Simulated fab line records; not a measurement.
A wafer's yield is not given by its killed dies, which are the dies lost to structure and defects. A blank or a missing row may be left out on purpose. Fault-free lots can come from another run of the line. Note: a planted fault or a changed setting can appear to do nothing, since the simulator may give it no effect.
fab line records | flow nand-harc
record lots=6 | wafers=18 | last-day=31
route steps=1302 shown A_DECK1_JOINT@537 A_ONON_D2@545 END@1302
lots untouched by any fault: they come from a run of this same line in which no faults occurred
start-h: hours from the record's first day to the start of the lot's first wafer shown | wait-h: time in hours since the lot's previous step | " unchanged from the row above | L1.1+2: one row covering several wafers at once | - either no value or no given start | * or withheld: withheld | < > ~ a bound
route shown NAME@n: NAME is a module with steps in the file, n the number in the route of the first one | usual: mean/standard deviation taken from wafers without a fault | same: alike in all rows | chamber/n: place in a boat | sites: readings site by site | _std_site: standard deviation of those values | _edge_site: inner sites' mean taken away from outer sites' mean | radius-mm: for every site, how far away it sits from the centre of the wafer | mask NAME#n: copy n | behind: the last tool/chamber to shape the wafer | hold: reason for holding the lot/hours on hold/outcome of the hold | device: the n, p or np transistor that did not switch | end of line: the same wafers' tests at the end of the route | step lacking rows: just its recipe | killed: not the wafer's yield, but the dies lost to structure and defects at the first sort | map: shows each die of a wafer: x if killed, . if not, _ if none is there
set.NAME: the setting as run; set.NAME@STEP: as run at that earlier step | model.NAME: the simulator's own value behind a step, which no gauge read
a table for each step, a row for each wafer; lots at some steps of the route
services: the hour from which a tool's chamber was out of use, counted from the record's first day as start-h (under 0 if before that day), plus the number of hours and why
## steps
# step NHARC_A_DECK1_JOINT_ANNEAL_28
# recipe temp-c=500 | time-s=1800 | idle-temp-c=400 | ramp-up-c-per-min=10 | densification-p-h2o-torr=640
# step NHARC_A_DECK1_JOINT_ANNEAL_29
# recipe temp-c=750 | time-s=1800 | idle-temp-c=500 | ramp-up-c-per-min=10 | ramp-down-c-per-min=3
# step NHARC_A_DECK1_JOINT_CMP_02
# recipe material=SiOx
# usual motor-current-A=12.1/1.3
lot.wafer | tool   | chamber | start-h | wait-h | motor-current-A
L605.1    | cmp-03 | 3       | 275.37  | 0.4    | 12.7
L605.2    | "      | 0       | "       | "      | 10.2
L605.5    | "      | 3       | "       | "      | 13.0
L609.1    | cmp-04 | 3       | 341.55  | 0.4    | 11.8
L609.3    | "      | 0       | "       | "      | 12.8
L609.6    | "      | 2       | "       | "      | 13.8
L611.3    | cmp-01 | 2       | 341.56  | 0.4    | 13.2
L611.2    | "      | 3       | "       | "      | 12.9
L611.6    | "      | 0       | "       | "      | 12.6
L619.2    | cmp-04 | 0       | 411.75  | 0.4    | 12.5
L619.4    | "      | 1       | "       | "      | 14.0
L619.3    | "      | 2       | "       | "      | 13.9
L618.3    | cmp-03 | 0       | 411.78  | 0.4    | 10.4
L618.5    | "      | 2       | "       | "      | 10.1
L618.6    | "      | 3       | "       | "      | 12.8
L622.2    | cmp-03 | 2       | 461.55  | 0.4    | 10.0
L622.4    | "      | 0       | "       | "      | 10.5
L622.6    | "      | 3       | "       | "      | 12.6
# step NHARC_A_DECK1_JOINT_SRD_15
# step NHARC_A_DECK1_JOINT_DEP_16
# recipe target-thk-a=450 | temp-c=400 | pressure-torr=6.5 | rf-w=900 | teos-flow-sccm=161.4 | flow-sccm=2650 | target-thk-nm=45 | gas=O2 | material=SiO2
# usual heater-power-w=560/110 | mfc-precursor-sccm=161.4/0.53 | throttle-valve-pct=15.7/0.5
lot.wafer | tool     | chamber | start-h | wait-h | heater-power-w | mfc-precursor-sccm | throttle-valve-pct
L605.1    | pecvd-01 | 1       | 275.96  | 0.3    | 480            | 160.8              | 16.1
L605.2    | "        | 0       | "       | "      | 515            | 161.7              | 15.8
L605.5    | "        | 0       | "       | "      | 506            | 161.2              | 15.8
L611.2    | pecvd-03 | 1       | 341.90  | 0.1    | 370            | 161.2              | 16.4
L611.3    | "        | 0       | "       | "      | 475            | 162.7              | 15.1
L611.6    | "        | 0       | "       | "      | 468            | 162.9              | 15.0
L609.3    | pecvd-01 | 0       | 342.02  | 0.2    | 601            | 161.2              | 15.9
L609.1    | "        | 1       | "       | "      | 516            | 161.4              | 16.2
L609.6    | "        | 2       | "       | "      | 508            | 161.9              | 15.4
L618.3    | pecvd-01 | 0       | 412.26  | 0.2    | 501            | 162.2              | 16.0
L618.5    | "        | 0       | "       | "      | 506            | 161.9              | 16.1
L618.6    | "        | 1       | "       | "      | 508            | 161.3              | 16.0
L619.3    | pecvd-01 | 0       | 412.43  | 0.4    | 577            | 161.1              | 16.1
L619.2    | "        | 2       | "       | "      | 578            | 162.0              | 15.5
L619.4    | "        | 0       | "       | "      | 591            | 161.1              | 15.9
L622.2    | pecvd-02 | 2       | 462.00  | 0.1    | 627            | 161.3              | 15.9
L622.4    | "        | 0       | "       | "      | 698            | 161.1              | 14.7
L622.6    | "        | 2       | "       | "      | 638            | 161.3              | 15.9
# step NHARC_A_DECK1_JOINT_THK_MEAS_17
# recipe thk-meas-gauge=ellipsometry
# usual thk-nm=44.9/1.2
lot.wafer | tool          | chamber | start-h | wait-h | thk-nm
L605.1    | film-metro-02 | -       | 276.27  | 0.3    | 44.9
L605.2    | "             | -       | "       | "      | 41.1
L605.5    | "             | -       | "       | "      | 42.7
L611.2    | film-metro-02 | -       | 342.18  | 0.3    | 44.3
L611.3    | "             | -       | "       | "      | 43.8
L611.6    | "             | -       | "       | "      | 46.1
L609.1    | film-metro-01 | -       | 342.30  | 0.2    | 44.4
L609.3    | "             | -       | "       | "      | 45.0
L609.6    | "             | -       | "       | "      | 45.5
L618.3    | film-metro-02 | -       | 412.54  | 0.3    | 43.9
L618.5    | "             | -       | "       | "      | 43.2
L618.6    | "             | -       | "       | "      | 45.6
L619.2    | film-metro-02 | -       | 412.71  | 0.2    | 45.6
L619.3    | "             | -       | "       | "      | 42.9
L619.4    | "             | -       | "       | "      | 43.7
L622.2    | film-metro-01 | -       | 462.22  | 0.2    | 46.6
L622.4    | "             | -       | "       | "      | 45.8
L622.6    | "             | -       | "       | "      | 46.1
# step NHARC_A_DECK1_JOINT_INSPECT_05
# usual raw-defect-count=349/130
lot.wafer | tool              | chamber | start-h | wait-h | raw-defect-count
L605.1    | defect-inspect-02 | -       | 276.30  | 0.0    | 467
L605.2    | "                 | -       | "       | "      | 313
L605.5    | "                 | -       | "       | "      | 464
L611.2    | defect-inspect-02 | -       | 342.21  | 0.0    | 221
L611.3    | "                 | -       | "       | "      | 242
L611.6    | "                 | -       | "       | "      | 245
L609.1    | defect-inspect-01 | -       | 342.34  | 0.0    | 326
L609.3    | "                 | -       | "       | "      | 342
L609.6    | "                 | -       | "       | "      | 337
L618.3    | defect-inspect-02 | -       | 412.57  | 0.0    | 409
L618.5    | "                 | -       | "       | "      | 274
L618.6    | "                 | -       | "       | "      | 288
L619.2    | defect-inspect-02 | -       | 412.74  | 0.0    | 338
L619.3    | "                 | -       | "       | "      | 237
L619.4    | "                 | -       | "       | "      | 364
L622.2    | defect-inspect-02 | -       | 462.26  | 0.0    | 307
L622.4    | "                 | -       | "       | "      | 266
L622.6    | "                 | -       | "       | "      | 485
# step NHARC_A_ONON_D2_DEP_00
# recipe target-thk-a=10000 | n2-flow-sccm=2750 | n2o-flow-sccm=2000 | nh3-flow-sccm=500 | sih4-flow-sccm=210 | temp-c=400
# step NHARC_A_ONON_D2_THK_MEAS_02
# recipe thk-meas-gauge=ellipsometry
# usual thk-nm=1003/10
lot.wafer | tool          | chamber | start-h | wait-h | thk-nm
L605.1    | film-metro-02 | -       | 276.87  | -      | 1010
L605.2    | "             | -       | "       | "      | 1010
L605.5    | "             | -       | "       | "      | 1010
L611.2    | film-metro-01 | -       | 342.79  | -      | 1018
L611.3    | "             | -       | "       | "      | 1017
L611.6    | "             | -       | "       | "      | 1016
L609.1    | film-metro-02 | -       | 342.93  | -      | 1007
L609.3    | "             | -       | "       | "      | 1006
L609.6    | "             | -       | "       | "      | 1008
L618.3    | film-metro-01 | -       | 413.15  | -      | 1013
L618.5    | "             | -       | "       | "      | 1016
L618.6    | "             | -       | "       | "      | 1015
L619.2    | film-metro-02 | -       | 413.32  | -      | 994
L619.3    | "             | -       | "       | "      | 997
L619.4    | "             | -       | "       | "      | 995
L622.2    | film-metro-02 | -       | 462.83  | -      | 1019
L622.4    | "             | -       | "       | "      | 1020
L622.6    | "             | -       | "       | "      | 1020
# step NHARC_A_ONON_D2_DEP_03
# recipe target-thk-a=10000 | n2-flow-sccm=2750 | n2o-flow-sccm=2000 | nh3-flow-sccm=500 | sih4-flow-sccm=210 | temp-c=400
# step NHARC_A_ONON_D2_THK_MEAS_05
# recipe thk-meas-gauge=ellipsometry
# usual thk-nm=1005/8.2
lot.wafer | tool          | chamber | start-h | wait-h | thk-nm
L605.1    | film-metro-01 | -       | 277.44  | -      | 1013
L605.2    | "             | -       | "       | "      | 1013
L605.5    | "             | -       | "       | "      | 1012
L611.2    | film-metro-01 | -       | 343.36  | -      | 998
L611.3    | "             | -       | "       | "      | 998
L611.6    | "             | -       | "       | "      | 997
L609.1    | film-metro-01 | -       | 343.71  | -      | 990
L609.3    | "             | -       | "       | "      | 990
L609.6    | "             | -       | "       | "      | 989
L618.3    | film-metro-01 | -       | 413.71  | -      | 999
L618.5    | "             | -       | "       | "      | 1001
L618.6    | "             | -       | "       | "      | 1001
L619.2    | film-metro-02 | -       | 413.89  | -      | 1024
L619.3    | "             | -       | "       | "      | 1024
L619.4    | "             | -       | "       | "      | 1024
L622.2    | film-metro-01 | -       | 463.40  | -      | 999
L622.4    | "             | -       | "       | "      | 999
L622.6    | "             | -       | "       | "      | 999
# step NHARC_A_ONON_D2_DEP_06
# recipe target-thk-a=10000 | n2-flow-sccm=2750 | n2o-flow-sccm=2000 | nh3-flow-sccm=500 | sih4-flow-sccm=210 | temp-c=400
# usual nh3-flow-sccm=499.8/1.6
lot.wafer | tool          | chamber | start-h | wait-h | nh3-flow-sccm
L605.1    | pecvd-onon-04 | 0       | 277.50  | 0.1    | 501.3
L605.2    | "             | 0       | "       | "      | 502.6
L605.5    | "             | 0       | "       | "      | 500.4
L611.2    | pecvd-onon-02 | 0       | 343.47  | 0.1    | 499.1
L611.3    | "             | 0       | "       | "      | 501.4
L611.6    | "             | 0       | "       | "      | 499.9
L609.1    | pecvd-onon-02 | 0       | 343.77  | 0.1    | 502.2
L609.3    | "             | 0       | "       | "      | 499.5
L609.6    | "             | 0       | "       | "      | 499.5
L618.3    | pecvd-onon-01 | 0       | 413.89  | 0.2    | 495.6
L618.5    | "             | 0       | "       | "      | 496.5
L618.6    | "             | 0       | "       | "      | 497.7
L619.2    | pecvd-onon-02 | 0       | 414.01  | 0.1    | 497.3
L619.3    | "             | 0       | "       | "      | 499.2
L619.4    | "             | 0       | "       | "      | 500.1
L622.2    | pecvd-onon-02 | 0       | 463.51  | 0.1    | 498.5
L622.4    | "             | 0       | "       | "      | 499.8
L622.6    | "             | 0       | "       | "      | 497.6
# step NHARC_A_ONON_D2_THK_MEAS_08
# recipe thk-meas-gauge=ellipsometry
# usual thk-nm=1003/11
lot.wafer | tool          | chamber | start-h | wait-h | thk-nm
L605.1    | film-metro-01 | -       | 278.00  | -      | 1012
L605.2    | "             | -       | "       | "      | 1014
L605.5    | "             | -       | "       | "      | 1015
L611.2    | film-metro-01 | -       | 343.93  | -      | 735
L611.3    | "             | -       | "       | "      | 739
L611.6    | "             | -       | "       | "      | 1019
L609.1    | film-metro-01 | -       | 344.28  | -      | 1014
L609.3    | "             | -       | "       | "      | 734
L609.6    | "             | -       | "       | "      | 1016
L618.3    | film-metro-01 | -       | 414.29  | -      | 998
L618.5    | "             | -       | "       | "      | 999
L618.6    | "             | -       | "       | "      | 998
L619.2    | film-metro-01 | -       | 414.46  | -      | 1016
L619.3    | "             | -       | "       | "      | 1016
L619.4    | "             | -       | "       | "      | 1017
L622.2    | film-metro-02 | -       | 463.97  | -      | 1003
L622.4    | "             | -       | "       | "      | 1002
L622.6    | "             | -       | "       | "      | 1003
# step NHARC_A_ONON_D2_DEP_09
# recipe target-thk-a=10000 | n2-flow-sccm=2750 | n2o-flow-sccm=2000 | nh3-flow-sccm=500 | sih4-flow-sccm=210 | temp-c=400
# step NHARC_END_SORT_01
# recipe temp-c=25
# usual killed-at-array=62/22 | killed-at-other=1.0/1.4 | killed-at-periphery=4.2/2.8 | killed-dies=67/23 | killed-open=3.1/1.7 | killed-short=2.1/1.5
# same gross-dies=677
lot.wafer | tool      | chamber | start-h | wait-h | killed-at-array | killed-at-other | killed-at-periphery | killed-dies | killed-open | killed-short
L605.1    | prober-02 | 0       | 587.85  | 2.5    | 64              | 0               | 6                   | 70          | 2           | 2
L605.2    | prober-02 | 0       | 588.64  | 2.8    | 62              | 0               | 6                   | 68          | 2           | 4
L605.5    | prober-02 | 0       | 591.03  | 3.7    | 69              | 0               | 7                   | 76          | 1           | 1
L611.2    | prober-02 | 0       | 621.46  | 2.8    | 666             | 0               | 11                  | 677         | 5           | 1
L611.3    | prober-02 | 0       | 622.27  | 3.1    | 671             | 0               | 6                   | 677         | 7           | 1
L609.3    | prober-01 | 0       | 631.34  | 3.1    | 673             | 0               | 4                   | 677         | 4           | 0
L618.3    | prober-01 | 0       | 708.03  | 3.1    | 57              | 0               | 4                   | 61          | 3           | 2
L618.5    | prober-01 | 0       | 709.63  | 3.7    | 59              | 0               | 2                   | 61          | 4           | 1
L618.6    | prober-01 | 0       | 710.43  | 4.0    | 52              | 1               | 4                   | 57          | 9           | 0
L619.2    | prober-01 | 0       | 715.04  | 2.8    | 68              | 2               | 8                   | 78          | 2           | 3
L619.3    | prober-01 | 0       | 715.83  | 3.1    | 72              | 1               | 2                   | 75          | 3           | 3
L619.4    | prober-01 | 0       | 716.63  | 3.4    | 82              | 0               | 2                   | 84          | 4           | 3
# killed by level:class
L605.1 A_SLIT:chamber-film-flake=28 A_CHANNEL_HOLE_D1:chamber-film-flake=25 A_CONTACT:chamber-film-flake=4 P_STI:chamber-film-flake=3 A_STAIRCASE:chamber-film-flake=2 P_GATE:geometric-particle:open=1 P_M0:geometric-particle:short=1 A_ONON_D1:geometric-particle:short=1
L605.2 A_CHANNEL_HOLE_D1:chamber-film-flake=28 A_SLIT:chamber-film-flake=19 A_CHANNEL_HOLE_D2:chamber-film-flake=8 A_STAIRCASE:chamber-film-flake=3 P_STI:chamber-film-flake=2 A_CONTACT:chamber-film-flake=2 P_STI:geometric-particle:short=1 P_GATE:geometric-particle:short=1
L605.5 A_CHANNEL_HOLE_D1:chamber-film-flake=29 A_SLIT:chamber-film-flake=23 A_CONTACT:chamber-film-flake=6 P_STI:chamber-film-flake=5 A_CHANNEL_HOLE_D2:chamber-film-flake=3 P_GATE:chamber-film-flake=2 A_CHANNEL_FILL_D2:chamber-film-flake=2 A_STAIRCASE:chamber-film-flake=2
L611.2 A_ONON_D2:area-dep=574 A_CHANNEL_HOLE_D1:chamber-film-flake=32 A_SLIT:chamber-film-flake=26 A_CHANNEL_HOLE_D2:chamber-film-flake=25 P_M0:chamber-film-flake=8 A_CONTACT:chamber-film-flake=3 A_CHANNEL_FILL_D1:geometric-particle:open=2 P_M0:geometric-particle:open=1
L611.3 A_ONON_D2:area-dep=569 A_CHANNEL_HOLE_D2:chamber-film-flake=31 A_SLIT:chamber-film-flake=30 A_CHANNEL_HOLE_D1:chamber-film-flake=29 A_ZERO_WELL:chamber-film-flake=3 P_GATE:chamber-film-flake=2 A_CONTACT:chamber-film-flake=2 P_STI:geometric-particle:open=1
L609.3 A_ONON_D2:area-dep=570 A_CHANNEL_HOLE_D2:chamber-film-flake=33 A_CHANNEL_HOLE_D1:chamber-film-flake=31 A_SLIT:chamber-film-flake=26 A_CONTACT:chamber-film-flake=6 P_M1:chamber-film-flake=4 A_CHANNEL_FILL_D1:geometric-particle:open=2 A_DECK1_JOINT:chamber-film-flake=2
L618.3 A_CHANNEL_HOLE_D2:chamber-film-flake=32 A_CHANNEL_HOLE_D1:chamber-film-flake=13 P_BONDPAD:chamber-film-flake=3 A_CONTACT:chamber-film-flake=3 A_DECK1_JOINT:geometric-particle:open=2 A_SLIT:chamber-film-flake=2 A_WL_FILL:chamber-film-flake=2 A_ONON_D2:geometric-particle:short=1
L618.5 A_CHANNEL_HOLE_D2:chamber-film-flake=34 A_CHANNEL_HOLE_D1:chamber-film-flake=10 A_CONTACT:chamber-film-flake=5 A_STAIRCASE:chamber-film-flake=2 A_WL_FILL:chamber-film-flake=2 P_CONTACT:geometric-particle:open=1 A_CHANNEL_HOLE_D1:geometric-particle:short=1 A_CHANNEL_HOLE_D1:geometric-particle:open=1
L618.6 A_CHANNEL_HOLE_D2:chamber-film-flake=30 A_CHANNEL_HOLE_D1:chamber-film-flake=8 A_CONTACT:chamber-film-flake=4 P_CONTACT:geometric-particle:open=2 A_CONTACT:geometric-particle:open=2 A_WL_FILL:chamber-film-flake=2 P_GATE:geometric-particle:open=1 A_SOURCE_PLATE:geometric-particle:open=1
L619.2 A_SLIT:chamber-film-flake=31 A_CHANNEL_HOLE_D1:chamber-film-flake=25 A_CONTACT:chamber-film-flake=6 P_BONDPAD:chamber-film-flake=4 P_GATE:geometric-particle:short=1 P_CONTACT:geometric-particle:open=1 P_M0:geometric-particle:open=1 A_ONON_D1:geometric-particle:short=1
L619.3 A_CHANNEL_HOLE_D1:chamber-film-flake=28 A_SLIT:chamber-film-flake=28 A_CONTACT:chamber-film-flake=7 A_CHANNEL_FILL_D1:geometric-particle:short=2 A_DECK1_JOINT:chamber-film-flake=2 A_WL_FILL:chamber-film-flake=2 P_GATE:geometric-particle:open=1 A_SOURCE_PLATE:geometric-particle:open=1
L619.4 A_SLIT:chamber-film-flake=38 A_CHANNEL_HOLE_D1:chamber-film-flake=30 A_STAIRCASE:chamber-film-flake=3 A_CONTACT:chamber-film-flake=3 A_M0:geometric-particle:open=2 P_BONDPAD:chamber-film-flake=2 A_ONON_D1:geometric-particle:short=1 A_CHANNEL_HOLE_D1:geometric-particle:open=1
# map L609.3 (x killed, . not)
____________x____________
_________xxxxxxx_________
_______xxxxxxxxxxx_______
______xxxxxxxxxxxxx______
_____xxxxxxxxxxxxxxx_____
____xxxxxxxxxxxxxxxxx____
____xxxxxxxxxxxxxxxxx____
___xxxxxxxxxxxxxxxxxxx___
___xxxxxxxxxxxxxxxxxxx___
__xxxxxxxxxxxxxxxxxxxxx__
__xxxxxxxxxxxxxxxxxxxxx__
_xxxxxxxxxxxxxxxxxxxxxxx_
_xxxxxxxxxxxxxxxxxxxxxxx_
_xxxxxxxxxxxxxxxxxxxxxxx_
_xxxxxxxxxxxxxxxxxxxxxxx_
_xxxxxxxxxxxxxxxxxxxxxxx_
xxxxxxxxxxxxxxxxxxxxxxxxx
xxxxxxxxxxxxxxxxxxxxxxxxx
xxxxxxxxxxxxxxxxxxxxxxxxx
xxxxxxxxxxxxxxxxxxxxxxxxx
xxxxxxxxxxxxxxxxxxxxxxxxx
_xxxxxxxxxxxxxxxxxxxxxxx_
_xxxxxxxxxxxxxxxxxxxxxxx_
_xxxxxxxxxxxxxxxxxxxxxxx_
_xxxxxxxxxxxxxxxxxxxxxxx_
_xxxxxxxxxxxxxxxxxxxxxxx_
__xxxxxxxxxxxxxxxxxxxxx__
__xxxxxxxxxxxxxxxxxxxxx__
___xxxxxxxxxxxxxxxxxxx___
___xxxxxxxxxxxxxxxxxxx___
____xxxxxxxxxxxxxxxxx____
____xxxxxxxxxxxxxxxxx____
_____xxxxxxxxxxxxxxx_____
______xxxxxxxxxxxxx______
_______xxxxxxxxxxx_______
_________xxxxxxx_________
____________x____________
# map L611.2 (x killed, . not)
____________x____________
_________xxxxxxx_________
_______xxxxxxxxxxx_______
______xxxxxxxxxxxxx______
_____xxxxxxxxxxxxxxx_____
____xxxxxxxxxxxxxxxxx____
____xxxxxxxxxxxxxxxxx____
___xxxxxxxxxxxxxxxxxxx___
___xxxxxxxxxxxxxxxxxxx___
__xxxxxxxxxxxxxxxxxxxxx__
__xxxxxxxxxxxxxxxxxxxxx__
_xxxxxxxxxxxxxxxxxxxxxxx_
_xxxxxxxxxxxxxxxxxxxxxxx_
_xxxxxxxxxxxxxxxxxxxxxxx_
_xxxxxxxxxxxxxxxxxxxxxxx_
_xxxxxxxxxxxxxxxxxxxxxxx_
xxxxxxxxxxxxxxxxxxxxxxxxx
xxxxxxxxxxxxxxxxxxxxxxxxx
xxxxxxxxxxxxxxxxxxxxxxxxx
xxxxxxxxxxxxxxxxxxxxxxxxx
xxxxxxxxxxxxxxxxxxxxxxxxx
_xxxxxxxxxxxxxxxxxxxxxxx_
_xxxxxxxxxxxxxxxxxxxxxxx_
_xxxxxxxxxxxxxxxxxxxxxxx_
_xxxxxxxxxxxxxxxxxxxxxxx_
_xxxxxxxxxxxxxxxxxxxxxxx_
__xxxxxxxxxxxxxxxxxxxxx__
__xxxxxxxxxxxxxxxxxxxxx__
___xxxxxxxxxxxxxxxxxxx___
___xxxxxxxxxxxxxxxxxxx___
____xxxxxxxxxxxxxxxxx____
____xxxxxxxxxxxxxxxxx____
_____xxxxxxxxxxxxxxx_____
______xxxxxxxxxxxxx______
_______xxxxxxxxxxx_______
_________xxxxxxx_________
____________x____________
## services
tool          | chamber | start-h | hours | kind
cmp-01        | -       | 251.75  | 0.5   | repair
cmp-03        | -       | 260.00  | 4.0   | pm
cmp-04        | -       | 261.28  | 6.0   | repair
cmp-01        | -       | 268.07  | 6.3   | repair
pecvd-onon-01 | -       | 269.00  | 13.0  | pm
pecvd-03      | -       | 277.30  | 0.9   | repair
cmp-04        | -       | 281.70  | 16.8  | repair
cmp-01        | -       | 283.52  | 4.0   | pm
cmp-03        | -       | 306.27  | 0.2   | repair
cmp-04        | -       | 306.77  | 1.4   | repair
cmp-04        | -       | 309.07  | 4.0   | pm
pecvd-onon-02 | -       | 309.62  | 2.4   | repair
pecvd-01      | -       | 328.99  | 13.0  | pm
cmp-03        | -       | 358.00  | 4.0   | pm
pecvd-onon-02 | -       | 366.51  | 13.0  | pm
cmp-03        | -       | 393.72  | 2.5   | repair
cmp-04        | -       | 402.52  | 0.4   | repair
cmp-04        | -       | 407.07  | 4.0   | pm
cmp-04        | -       | 424.89  | 1.1   | repair
cmp-04        | -       | 435.30  | 6.4   | repair
cmp-04        | -       | 441.76  | 1.4   | repair
cmp-03        | -       | 456.04  | 4.0   | pm
pecvd-01      | 1       | 459.17  | 21.9  | repair
cmp-04        | -       | 459.91  | 0.5   | repair
## key
first-sign step=NHARC_A_ONON_D2_THK_MEAS_08 | reading=thk-nm | direction=down | sigmas=24 | usual=1003 | struck=736
effect step=NHARC_END_SORT_01 | reading=killed-at-array | direction=up | sigmas=27 | usual=62 | struck=670
more-kills-born-at NHARC_A_ONON_D2_DEP_06@pecvd-onon-02=1713
met-at NHARC_A_ONON_D2_DEP_06
struck-wafers L609.3,L611.2,L611.3
later-rows-left-out L609.3,L611.2,L611.3
tester-left-out L609,L611
fault kind=process-parameter-drift | tool=pecvd-onon-02 | chamber=- | onset-h=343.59 | steps=NHARC_A_ONON_D2_DEP_06 | channel=target-thk-a | offset=* | shape=step | end-h=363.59 | scope=struck-wafers-only | acts-in=* | stated=*
# tester-left-out: of these lots the tester's yield and bins aren't shown, on N5 and GAA mostly nor the transistor test; their killed dies are dies lost to structure and defects alone, not to doping, threshold or leakage, so they don't give the yield
# later-rows-left-out: the simulator's readings of these wafers behind a module that went badly wrong aren't trusted and aren't shown, but for the sort
